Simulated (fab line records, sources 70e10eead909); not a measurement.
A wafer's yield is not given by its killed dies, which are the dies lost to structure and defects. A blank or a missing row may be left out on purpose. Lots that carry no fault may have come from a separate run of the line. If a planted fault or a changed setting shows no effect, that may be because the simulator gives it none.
fab line records | flow nand_harc
record: lots: 5 | wafers: 15 | last_day: 25
route steps=1159 shown A_CONTACT@863 END@1159
lots with no fault: from the same line, run without faults
start_h: hours from the record's opening day to when the first of the lot's shown wafers began | wait_h: time in hours since the lot's previous step | " the same as in the row above | L1.1+2: a single row standing in for several wafers | - no value, or no start was given | * or withheld: withheld | < > ~ a bound
route shown NAME@n: NAME is a module with steps in the file, n the number in the route of the first one | usual: mean/standard deviation taken from wafers without a fault | same: alike in all rows | chamber/n: place in a boat | sites: readings site by site | _std_site: standard deviation across them | _edge_site: outer sites' mean less inner sites' | radius_mm: how far each site lies from the wafer's centre | mask NAME#n: copy n | behind: the most recent tool/chamber to have shaped the wafer | hold: why the lot went on hold/how many hours it stayed there/how the hold came to an end | device: the transistor (n, p or np) that didn't switch | end of line: the tests these same wafers got at the end of their route | a step with no rows: only its recipe | killed: not the wafer's yield, but the dies lost to structure and defects at the first sort | map: dies across one wafer; x = killed, . = not, _ = none there
set.NAME: the setting that was run; set.NAME@STEP: the one run at that earlier step | model.NAME: the simulator's own value behind a step, which no gauge read
a table for each step, a row for each wafer; lots at some steps of the route
services: from which hour (start_h, from the record's first day; less than 0 if before it) a tool's chamber was out of use, for how many hours, and why
== steps ==
step: NHARC_A_CONTACT_ETCH_112
recipe: source_w: withheld | pressure_mtorr: 20 | bias_v: 3000 | time_s: 94 | target_depth_a: 9220 | ar_flow_sccm: withheld | c4f8_flow_sccm: withheld | o2_flow_sccm: withheld | chemistry: C4F8/O2/Ar
usual: oes_air_line_au: 0.997/0.022
lot.wafer | tool            | chamber | start_h | wait_h | oes_air_line_au | rf_hours_counter_h
L615.1    | har_cap_etch-02 | 0       | 377.77  | 0.2    | 0.995           | 10
L615.5    | "               | 1       | "       | "      | 0.970           | -
L615.6    | "               | 0       | "       | "      | 0.990           | -
L621.2    | har_cap_etch-01 | 0       | 403.16  | 0.2    | 0.933           | 63
L621.4    | "               | 0       | "       | "      | 0.967           | -
L621.5    | "               | 0       | "       | "      | 0.948           | -
L624.2    | har_cap_etch-02 | 0       | 440.79  | 0.2    | 1.023           | 20
L624.4    | "               | 1       | "       | "      | 1.001           | -
L624.5    | "               | 0       | "       | "      | 1.016           | -
L632.2    | har_cap_etch-03 | 1       | 483.88  | 0.1    | 1.009           | 98
L632.5    | "               | 0       | "       | "      | 1.044           | -
L632.6    | "               | 1       | "       | "      | 0.985           | -
L638.3    | har_cap_etch-01 | 1       | 516.09  | 0.2    | 0.986           | -
L638.5    | "               | 1       | "       | "      | 1.012           | -
L638.6    | "               | 0       | "       | "      | 1.005           | -
step: NHARC_A_CONTACT_ETCH_113
recipe: source_w: withheld | pressure_mtorr: 20 | bias_v: 3000 | time_s: 94 | target_depth_a: 9220 | ar_flow_sccm: withheld | c4f8_flow_sccm: withheld | o2_flow_sccm: withheld | chemistry: C4F8/O2/Ar
step: NHARC_A_CONTACT_ETCH_114
recipe: source_w: withheld | pressure_mtorr: 20 | bias_v: 3000 | time_s: 94 | target_depth_a: 9220 | ar_flow_sccm: withheld | c4f8_flow_sccm: withheld | o2_flow_sccm: withheld | chemistry: C4F8/O2/Ar
usual: oes_air_line_au: 1.003/0.017
lot.wafer | tool            | chamber | start_h | wait_h | oes_air_line_au | rf_hours_counter_h
L615.1    | har_cap_etch-02 | 0       | 377.96  | 0.1    | 0.998           | 10
L615.5    | "               | 1       | "       | "      | 1.006           | -
L615.6    | "               | 0       | "       | "      | 1.033           | -
L621.2    | har_cap_etch-01 | 0       | 403.34  | 0.1    | 0.996           | 64
L621.4    | "               | 0       | "       | "      | 1.035           | -
L621.5    | "               | 0       | "       | "      | 0.985           | -
L624.2    | har_cap_etch-02 | 0       | 441.03  | 0.1    | 0.994           | 20
L624.4    | "               | 1       | "       | "      | 0.998           | -
L624.5    | "               | 0       | "       | "      | 0.975           | -
L632.2    | har_cap_etch-03 | 1       | 484.06  | 0.1    | 0.996           | 98
L632.5    | "               | 0       | "       | "      | 0.999           | -
L632.6    | "               | 1       | "       | "      | 0.999           | -
L638.3    | har_cap_etch-01 | 1       | 516.33  | 0.1    | 1.014           | -
L638.5    | "               | 1       | "       | "      | 1.009           | -
L638.6    | "               | 0       | "       | "      | 1.015           | -
step: NHARC_A_CONTACT_ETCH_115
recipe: source_w: withheld | pressure_mtorr: 20 | bias_v: 3000 | time_s: 94 | target_depth_a: 9220 | ar_flow_sccm: withheld | c4f8_flow_sccm: withheld | o2_flow_sccm: withheld | chemistry: C4F8/O2/Ar
usual: oes_air_line_au: 1.002/0.02
lot.wafer | tool            | chamber | start_h | wait_h | oes_air_line_au | rf_hours_counter_h
L615.1    | har_cap_etch-02 | 0       | 378.05  | 0.1    | 0.970           | 10
L615.5    | "               | 1       | "       | "      | 0.987           | -
L615.6    | "               | 0       | "       | "      | 0.985           | -
L621.2    | har_cap_etch-01 | 0       | 403.43  | 0.1    | 0.986           | 64
L621.4    | "               | 0       | "       | "      | 1.024           | -
L621.5    | "               | 0       | "       | "      | 0.986           | -
L624.2    | har_cap_etch-02 | 0       | 441.16  | 0.1    | 0.998           | 20
L624.4    | "               | 1       | "       | "      | 0.989           | -
L624.5    | "               | 0       | "       | "      | 1.011           | -
L632.2    | har_cap_etch-03 | 1       | 484.15  | 0.1    | 1.008           | 98
L632.5    | "               | 0       | "       | "      | 0.995           | -
L632.6    | "               | 1       | "       | "      | 1.033           | -
L638.3    | har_cap_etch-01 | 1       | 516.45  | 0.1    | 0.953           | -
L638.5    | "               | 1       | "       | "      | 0.981           | -
L638.6    | "               | 0       | "       | "      | 1.026           | -
step: NHARC_A_CONTACT_ETCH_116
recipe: source_w: withheld | pressure_mtorr: 20 | bias_v: 3000 | time_s: 94 | target_depth_a: 9220 | ar_flow_sccm: withheld | c4f8_flow_sccm: withheld | o2_flow_sccm: withheld | chemistry: C4F8/O2/Ar
step: NHARC_A_CONTACT_ETCH_117
recipe: source_w: withheld | pressure_mtorr: 20 | bias_v: 3000 | time_s: 94 | target_depth_a: 9220 | ar_flow_sccm: withheld | c4f8_flow_sccm: withheld | o2_flow_sccm: withheld | chemistry: C4F8/O2/Ar
usual: oes_air_line_au: 0.998/0.021
lot.wafer | tool            | chamber | start_h | wait_h | oes_air_line_au | rf_hours_counter_h
L615.1    | har_cap_etch-02 | 0       | 378.23  | 0.1    | 1.023           | 10
L615.5    | "               | 1       | "       | "      | 1.040           | -
L615.6    | "               | 0       | "       | "      | 1.021           | -
L621.2    | har_cap_etch-01 | 0       | 403.62  | 0.1    | 0.958           | 64
L621.4    | "               | 0       | "       | "      | 0.965           | -
L621.5    | "               | 0       | "       | "      | 0.973           | -
L624.2    | har_cap_etch-02 | 0       | 441.40  | 0.1    | 1.003           | 20
L624.4    | "               | 1       | "       | "      | 0.948           | -
L624.5    | "               | 0       | "       | "      | 1.016           | -
L632.2    | har_cap_etch-03 | 1       | 484.33  | 0.1    | 0.970           | 98
L632.5    | "               | 0       | "       | "      | 1.006           | -
L632.6    | "               | 1       | "       | "      | 1.035           | -
L638.3    | har_cap_etch-01 | 1       | 516.69  | 0.1    | 1.005           | -
L638.5    | "               | 1       | "       | "      | 1.025           | -
L638.6    | "               | 0       | "       | "      | 1.022           | -
step: NHARC_A_CONTACT_ETCH_118
recipe: source_w: withheld | pressure_mtorr: 20 | bias_v: 3000 | time_s: 94 | target_depth_a: 9220 | ar_flow_sccm: withheld | c4f8_flow_sccm: withheld | o2_flow_sccm: withheld | chemistry: C4F8/O2/Ar
step: NHARC_A_CONTACT_ETCH_119
recipe: source_w: withheld | pressure_mtorr: 20 | bias_v: 3000 | time_s: 94 | target_depth_a: 9220 | ar_flow_sccm: withheld | c4f8_flow_sccm: withheld | o2_flow_sccm: withheld | chemistry: C4F8/O2/Ar
step: NHARC_A_CONTACT_ETCH_120
recipe: source_w: withheld | pressure_mtorr: 20 | bias_v: 3000 | time_s: 94 | target_depth_a: 9220 | ar_flow_sccm: withheld | c4f8_flow_sccm: withheld | o2_flow_sccm: withheld | chemistry: C4F8/O2/Ar
step: NHARC_A_CONTACT_ETCH_121
recipe: source_w: withheld | pressure_mtorr: 20 | bias_v: 3000 | time_s: 94 | target_depth_a: 9220 | ar_flow_sccm: withheld | c4f8_flow_sccm: withheld | o2_flow_sccm: withheld | chemistry: C4F8/O2/Ar
step: NHARC_A_CONTACT_ETCH_122
recipe: source_w: withheld | pressure_mtorr: 20 | bias_v: 3000 | time_s: 95 | target_depth_a: 9300 | ar_flow_sccm: withheld | c4f8_flow_sccm: withheld | o2_flow_sccm: withheld | chemistry: C4F8/O2/Ar
step: NHARC_A_CONTACT_ETCH_123
recipe: source_w: withheld | pressure_mtorr: 20 | bias_v: 400 | time_s: 253 | target_depth_a: 10900 | ar_flow_sccm: withheld | c4f8_flow_sccm: 11.5 | o2_flow_sccm: 7.2 | chemistry: C4F8/O2/Ar
step: NHARC_A_CONTACT_ETCH_90
recipe: target_depth_a: 400 | over_etch_frac: 0.5 | time_s: 85.7 | ion_energy_ev: 120 | ch3f_flow_sccm: 50 | o2_flow_sccm: 30 | ar_flow_sccm: 200 | rf_w: 500 | bias_w: 100 | chemistry: CH3F/O2
usual: drypump_motor_current_A: 5.6/0.39 | oes_product_au: 0.96/0.034 | rf_vpp_V: 243.5/1.5 | showerhead_plenum_p_Torr: 2.41/0.09 | throttle_valve_pct: 20.664/0.0089
lot.wafer | tool        | chamber | start_h | wait_h | drypump_motor_current_A | oes_product_au | rf_hours_counter_h | rf_vpp_V | showerhead_plenum_p_Torr | throttle_valve_pct
L615.1    | rie_diel-13 | 0       | 379.37  | 0.5    | 5.2                     | 0.99           | 15                 | 242.9    | 2.33                     | 20.668
L615.6    | "           | 0       | "       | "      | 5.2                     | 1.00           | -                  | 242.2    | 2.33                     | 20.669
L615.5    | "           | 1       | "       | "      | 5.5                     | 0.98           | -                  | 242.8    | 2.35                     | 20.679
L621.2    | rie_diel-13 | 1       | 404.81  | 0.6    | 5.5                     | 0.99           | 20                 | 241.9    | 2.35                     | 20.662
L621.4    | "           | 0       | "       | "      | 5.2                     | 1.00           | -                  | 242.9    | 2.33                     | 20.665
L621.5    | "           | 1       | "       | "      | 5.5                     | 0.99           | -                  | 243.4    | 2.35                     | 20.667
L624.4    | rie_diel-13 | 0       | 442.81  | 0.5    | 5.2                     | 1.00           | 27                 | 241.7    | 2.33                     | 20.682
L624.2    | "           | 1       | "       | "      | 5.5                     | 0.99           | 28                 | 243.5    | 2.35                     | 20.661
L624.5    | "           | 1       | "       | "      | 5.5                     | 0.99           | -                  | 241.5    | 2.35                     | 20.662
L632.2    | rie_diel-13 | 1       | 485.48  | 0.5    | 5.5                     | 0.91           | 4                  | 241.7    | 2.34                     | 20.659
L632.6    | "           | 3       | "       | "      | 6.0                     | 0.93           | -                  | 245.5    | 2.51                     | 20.654
L632.5    | "           | 0       | "       | "      | 5.2                     | 0.68           | -                  | 242.1    | 2.32                     | 20.658
L638.3    | rie_diel-07 | 1       | 518.08  | 0.5    | 5.6                     | 0.99           | 35                 | 243.9    | 2.41                     | 20.671
L638.5    | "           | 1       | "       | "      | 5.6                     | 0.98           | -                  | 242.4    | 2.41                     | 20.650
L638.6    | "           | 2       | "       | "      | 6.0                     | 1.00           | -                  | 243.4    | 2.45                     | 20.675
step: NHARC_A_CONTACT_ETCH_96
recipe: target_depth_a: 200 | over_etch_frac: 0.5 | time_s: 10 | ion_energy_ev: 250 | c4f6_flow_sccm: 25 | o2_flow_sccm: 20 | ar_flow_sccm: 500 | rf_w: 600 | bias_w: 500 | chemistry: C4F6/O2
usual: drypump_motor_current_A: 5.7/0.38 | oes_product_au: 0.977/0.023 | rf_vpp_V: 545.4/2.8 | showerhead_plenum_p_Torr: 3.85/0.13 | throttle_valve_pct: 26.903/0.0091
lot.wafer | tool        | chamber | start_h | wait_h | drypump_motor_current_A | oes_product_au | rf_hours_counter_h | rf_vpp_V | showerhead_plenum_p_Torr | throttle_valve_pct
L615.1    | rie_diel-13 | 1       | -       | -      | 5.4                     | 1.002          | 15                 | 543.8    | 3.76                     | 26.915
L615.5    | "           | 2       | "       | "      | 6.0                     | 1.014          | -                  | 543.7    | 3.78                     | 26.905
L615.6    | "           | 3       | "       | "      | 6.0                     | 1.013          | -                  | 549.6    | 4.01                     | 26.913
L621.2    | rie_diel-13 | 1       | 404.94  | 0.1    | 5.4                     | 0.986          | 20                 | 544.9    | 3.76                     | 26.909
L621.5    | "           | 3       | "       | "      | 6.0                     | 0.999          | -                  | 548.3    | 4.01                     | 26.899
L621.4    | "           | 0       | "       | "      | 5.2                     | 0.999          | -                  | 544.7    | 3.73                     | 26.903
L624.4    | rie_diel-13 | 3       | -       | -      | 6.0                     | 1.011          | 26                 | 550.8    | 4.00                     | 26.917
L624.2    | "           | 0       | "       | "      | 5.2                     | 1.015          | 27                 | 543.7    | 3.72                     | 26.906
L624.5    | "           | 1       | "       | "      | 5.5                     | 0.996          | -                  | 542.7    | 3.75                     | 26.908
L632.2    | rie_diel-13 | 1       | -       | -      | 5.5                     | 0.949          | 4                  | 543.1    | 3.75                     | 26.899
L632.5    | "           | 1       | "       | "      | 5.5                     | 0.948          | -                  | 543.7    | 3.75                     | 26.900
L632.6    | "           | 2       | "       | "      | 6.0                     | 0.955          | -                  | 544.5    | 3.77                     | 26.898
L638.3    | rie_diel-07 | 0       | -       | -      | 5.9                     | 1.000          | 35                 | 551.7    | 4.13                     | 26.904
L638.6    | "           | 0       | "       | "      | 5.8                     | 1.005          | -                  | 551.2    | 4.13                     | 26.905
L638.5    | "           | 1       | "       | "      | 5.6                     | 0.982          | -                  | 543.6    | 3.85                     | 26.907
step: NHARC_END_SORT_01
recipe: temp_c: 25
usual: killed_at_array: 29/10 | killed_at_other: 0.7/1.1 | killed_at_periphery: 3.2/2.2 | killed_dies: 33/11 | killed_open: 3.5/1.8 | killed_short: 2.0/1.4
same: gross_dies: 677
lot.wafer | tool      | chamber | start_h | wait_h | hold                     | killed_at_array | killed_at_other | killed_at_periphery | killed_dies | killed_open | killed_short
L615.1    | prober-02 | 0       | 466.93  | 2.5    | -                        | 14              | 0               | 5                   | 19          | 0           | 2
L615.5    | prober-02 | 0       | 470.13  | 3.7    | -                        | 20              | 0               | 2                   | 22          | 5           | 0
L615.6    | prober-02 | 0       | 470.93  | 4.0    | -                        | 14              | 0               | 6                   | 20          | 2           | 2
L621.2    | prober-01 | 0       | 498.88  | 2.8    | -                        | 41              | 2               | 3                   | 46          | 5           | 3
L621.4    | prober-01 | 0       | 500.49  | 3.4    | -                        | 23              | 0               | 5                   | 28          | 4           | 3
L621.5    | prober-01 | 0       | 501.29  | 3.7    | -                        | 30              | 3               | 2                   | 35          | 4           | 1
L624.2    | prober-01 | 0       | 514.48  | 2.8    | -                        | 13              | 1               | 3                   | 17          | 2           | 2
L624.4    | prober-01 | 0       | 516.11  | 3.4    | -                        | 13              | 1               | 5                   | 19          | 7           | 1
L624.5    | prober-01 | 0       | 516.93  | 3.8    | -                        | 16              | 0               | 4                   | 20          | 5           | 3
L632.2    | prober-01 | 0       | 559.51  | 2.9    | await_dispo/8.9h/release | 22              | 3               | 4                   | 29          | 5           | 5
L632.5    | prober-01 | 0       | 561.93  | 3.7    | await_dispo/8.9h/release | 166             | 0               | 5                   | 171         | 2           | 3
L632.6    | prober-01 | 0       | 562.74  | 4.0    | await_dispo/8.9h/release | 22              | 1               | 4                   | 27          | 4           | 1
L638.3    | prober-02 | 0       | 586.12  | 3.1    | -                        | 49              | 3               | 0                   | 52          | 3           | 2
L638.5    | prober-02 | 0       | 587.71  | 3.7    | -                        | 41              | 5               | 1                   | 47          | 3           | 3
L638.6    | prober-02 | 0       | 588.51  | 4.0    | -                        | 50              | 4               | 3                   | 57          | 5           | 2
killed by level:class
L615.1 P_GATE:chamber_film_flake=5 A_WL_FILL:chamber_film_flake=4 A_STAIRCASE:chamber_film_flake=4 A_M0:chamber_film_flake=2 A_SOURCE_PLATE:geometric_particle:short=1 A_WL_FILL:geometric_particle:short=1 A_CHANNEL_HOLE_D1:chamber_film_flake=1 A_SLIT:chamber_film_flake=1
L615.5 A_M0:chamber_film_flake=5 A_STAIRCASE:chamber_film_flake=4 A_CONTACT:geometric_particle:open=3 A_CONTACT:chamber_film_flake=3 P_GATE:chamber_film_flake=2 A_WL_FILL:chamber_film_flake=2 A_WL_FILL:geometric_particle:open=1 A_BLC:geometric_particle:open=1
L615.6 P_GATE:chamber_film_flake=3 A_STAIRCASE:chamber_film_flake=2 A_WL_FILL:chamber_film_flake=2 A_CONTACT:chamber_film_flake=2 A_M0:chamber_film_flake=2 P_M1:geometric_particle:open=1 A_ONON_D1:geometric_particle:short=1 A_WL_FILL:geometric_particle:short=1
L621.2 A_SLIT:chamber_film_flake=22 A_CHANNEL_HOLE_D1:chamber_film_flake=5 A_STAIRCASE:chamber_film_flake=3 A_SGD_CUT:chamber_film_flake=2 A_CONTACT:chamber_film_flake=2 THIN_TSV:chamber_film_flake=2 P_GATE:geometric_particle:open=1 P_M0:geometric_particle:open=1
L621.4 A_SLIT:chamber_film_flake=8 A_STAIRCASE:chamber_film_flake=3 A_WL_FILL:geometric_particle:short=2 P_BONDPAD:chamber_film_flake=2 A_CHANNEL_HOLE_D1:chamber_film_flake=2 A_SGD_CUT:chamber_film_flake=2 A_CONTACT:chamber_film_flake=2 P_M1:geometric_particle:open=1
L621.5 A_SLIT:chamber_film_flake=12 A_CHANNEL_HOLE_D1:chamber_film_flake=5 A_SGD_CUT:chamber_film_flake=3 A_CONTACT:chamber_film_flake=3 THIN_TSV:chamber_film_flake=3 A_STAIRCASE:chamber_film_flake=2 P_M2:geometric_particle:open=1 A_ONON_D1:geometric_particle:short=1
L624.2 A_CHANNEL_HOLE_D1:chamber_film_flake=5 P_M0:chamber_film_flake=2 A_CONTACT:chamber_film_flake=2 A_WL_FILL:geometric_particle:short=1 A_CONTACT:geometric_particle:open=1 A_CONTACT:geometric_particle:short=1 A_M0:geometric_particle:open=1 P_GATE:chamber_film_flake=1
L624.4 A_STAIRCASE:chamber_film_flake=3 A_CONTACT:geometric_particle:open=2 A_M0:geometric_particle:open=2 P_GATE:chamber_film_flake=2 A_CONTACT:chamber_film_flake=2 P_CONTACT:geometric_particle:open=1 P_M1:geometric_particle:open=1 A_BLC:geometric_particle:open=1
L624.5 A_CONTACT:chamber_film_flake=5 A_CONTACT:geometric_particle:open=3 P_GATE:chamber_film_flake=2 A_WL_FILL:chamber_film_flake=2 P_GATE:geometric_particle:short=1 A_CHANNEL_HOLE_D1:geometric_particle:open=1 A_CHANNEL_FILL_D1:geometric_particle:short=1 A_WL_FILL:geometric_particle:short=1
L632.2 A_CHANNEL_HOLE_D1:chamber_film_flake=7 A_CONTACT:chamber_film_flake=6 THIN_TSV:chamber_film_flake=3 A_SOURCE_PLATE:geometric_particle:open=2 P_ZERO_WELL:chamber_film_flake=2 P_CONTACT:geometric_particle:short=1 P_CONTACT:geometric_particle:open=1 A_SOURCE_PLATE:geometric_particle:short=1
L632.5 A_CONTACT:area_etch=154 A_CHANNEL_HOLE_D1:chamber_film_flake=5 P_ZERO_WELL:chamber_film_flake=3 A_CONTACT:chamber_film_flake=3 P_BONDPAD:geometric_particle:open=1 A_SOURCE_PLATE:geometric_particle:short=1 A_SGD_CUT:geometric_particle:short=1 A_CONTACT:geometric_particle:open=1
L632.6 A_CHANNEL_HOLE_D1:chamber_film_flake=11 A_CONTACT:chamber_film_flake=8 A_SOURCE_PLATE:geometric_particle:open=2 P_STI:geometric_particle:open=1 P_GATE:geometric_particle:short=1 P_M0:geometric_particle:open=1 P_ZERO_WELL:chamber_film_flake=1 A_STAIRCASE:chamber_film_flake=1
L638.3 A_SLIT:chamber_film_flake=18 A_CHANNEL_HOLE_D1:chamber_film_flake=10 A_CONTACT:chamber_film_flake=5 A_BONDPAD:chamber_film_flake=4 A_STAIRCASE:chamber_film_flake=3 A_WL_FILL:chamber_film_flake=2 THIN_TSV:chamber_film_flake=2 A_SOURCE_PLATE:geometric_particle:short=1
L638.5 A_CHANNEL_HOLE_D1:chamber_film_flake=13 A_SLIT:chamber_film_flake=13 A_CONTACT:chamber_film_flake=5 THIN_TSV:chamber_film_flake=5 A_BONDPAD:chamber_film_flake=3 P_M2:geometric_particle:open=1 A_ONON_D1:geometric_particle:short=1 A_WL_FILL:geometric_particle:short=1
L638.6 A_SLIT:chamber_film_flake=24 A_CHANNEL_HOLE_D1:chamber_film_flake=6 A_CONTACT:chamber_film_flake=6 A_BONDPAD:chamber_film_flake=4 THIN_TSV:chamber_film_flake=4 A_CONTACT:geometric_particle:open=3 A_ZERO_WELL:chamber_film_flake=2 A_STAIRCASE:chamber_film_flake=2
map L632.5 (x killed, . not)
____________.____________
_________.x....._________
_______..x..x.xxx._______
______x..xxx..x.x..______
_____xx.x.x...xx...._____
____.xxxx..x...x.xx..____
____x.xx..x...x......____
___xxxx.x....x...xx.x.___
___x.xx.x.x.xx........___
__........x........x.x.__
__xx....xxx..xx......x.__
_xx..x.x.x..xx......x..x_
_xx......xx......x...x.x_
_x.....xx.....x..x.....x_
_x..........xx....x.x..._
_......x..x.....x.....x._
...x..xx.......x.........
.xx.........x.x...x.xx...
x...xx.x...........x.....
x.................x......
.x...............x.x..x.x
_xx.x................xx._
_.x.x...x....x.....xx..._
_....x....xx.........xx._
_x...x..x.......xx......_
_x..................xx.x_
__x..x........x.....x.x__
__.....xx..x.........x.__
___.xx.........x...x..___
___.x.............x...___
____................x____
____x............x.x.____
_____.x.x.......x..._____
______..x.xx..x....______
_______x.x.xx...xx_______
_________..xx..._________
____________.____________
map L624.5 (x killed, . not)
____________.____________
_________......._________
_______..........._______
______.............______
_____..............._____
____.................____
____......x..........____
___................x..___
___...................___
__.x...................__
__.....................__
_......................._
_......................._
_......................._
_.....x................._
_......................._
.........................
.........................
..........x..........x...
.........................
x........................
_.................x....._
_......................._
_.x....................._
_.x........x............_
_...x..................._
__.....................__
__.....................__
___....x.............x___
___x.........x........___
____x................____
____....x............____
_____..............._____
______.............______
_______...x......x_______
_________......._________
____________.____________
== services ==
tool            | chamber | start_h | hours | kind
rie_diel-13     | 0       | 358.64  | -     | clean
rie_diel-13     | 1       | 358.64  | -     | clean
rie_diel-13     | 2       | 358.64  | -     | clean
rie_diel-13     | 3       | 358.64  | -     | clean
rie_diel-13     | 0       | 383.23  | -     | clean
rie_diel-13     | 1       | 383.23  | -     | clean
rie_diel-13     | 2       | 383.23  | -     | clean
rie_diel-13     | 3       | 383.23  | -     | clean
rie_diel-13     | 2       | 401.11  | 8.7   | repair
rie_diel-07     | -       | 405.57  | 9.0   | pm
rie_diel-13     | 0       | 407.97  | -     | clean
rie_diel-13     | 1       | 407.97  | -     | clean
rie_diel-13     | 3       | 407.97  | -     | clean
har_cap_etch-03 | -       | 429.71  | 0.7   | repair
rie_diel-13     | 0       | 432.47  | -     | clean
rie_diel-13     | 1       | 432.47  | -     | clean
rie_diel-13     | 2       | 432.47  | -     | clean
rie_diel-13     | 3       | 432.47  | -     | clean
rie_diel-13     | -       | 453.26  | 9.0   | pm
rie_diel-13     | 0       | 453.26  | 9.0   | vent_cycle
rie_diel-13     | 1       | 453.26  | 9.0   | vent_cycle
rie_diel-13     | 2       | 453.26  | 9.0   | vent_cycle
har_cap_etch-02 | -       | 472.27  | 0.2   | repair
har_cap_etch-02 | -       | 504.24  | 2.4   | repair
== key ==
first_sign: step: NHARC_A_CONTACT_ETCH_90 | reading: oes_product_au | direction: down | sigmas: 8.2 | usual: 0.96 | struck: 0.68
effect: step: NHARC_END_SORT_01 | reading: killed_at_array | direction: up | sigmas: 13 | usual: 29 | struck: 166
more_kills_born_at: NHARC_A_CONTACT_ETCH_90@rie_diel-13: 154
met_at NHARC_A_CONTACT_ETCH_90
struck_wafers L632.5
tester_left_out L632
onset_between 442.81 485.48
fault: kind: process_parameter_drift | tool: rie_diel-13 | chamber: 0 | onset_h: 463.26 | steps: NHARC_A_CONTACT_ETCH_90 | channel: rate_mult | offset: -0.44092 | shape: step | end_h: 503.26
tester_left_out: of these lots the tester's yield and bins aren't shown, on N5 and GAA mostly nor the transistor test; their killed dies are dies lost to structure and defects alone, not to doping, threshold or leakage, so they don't give the yield
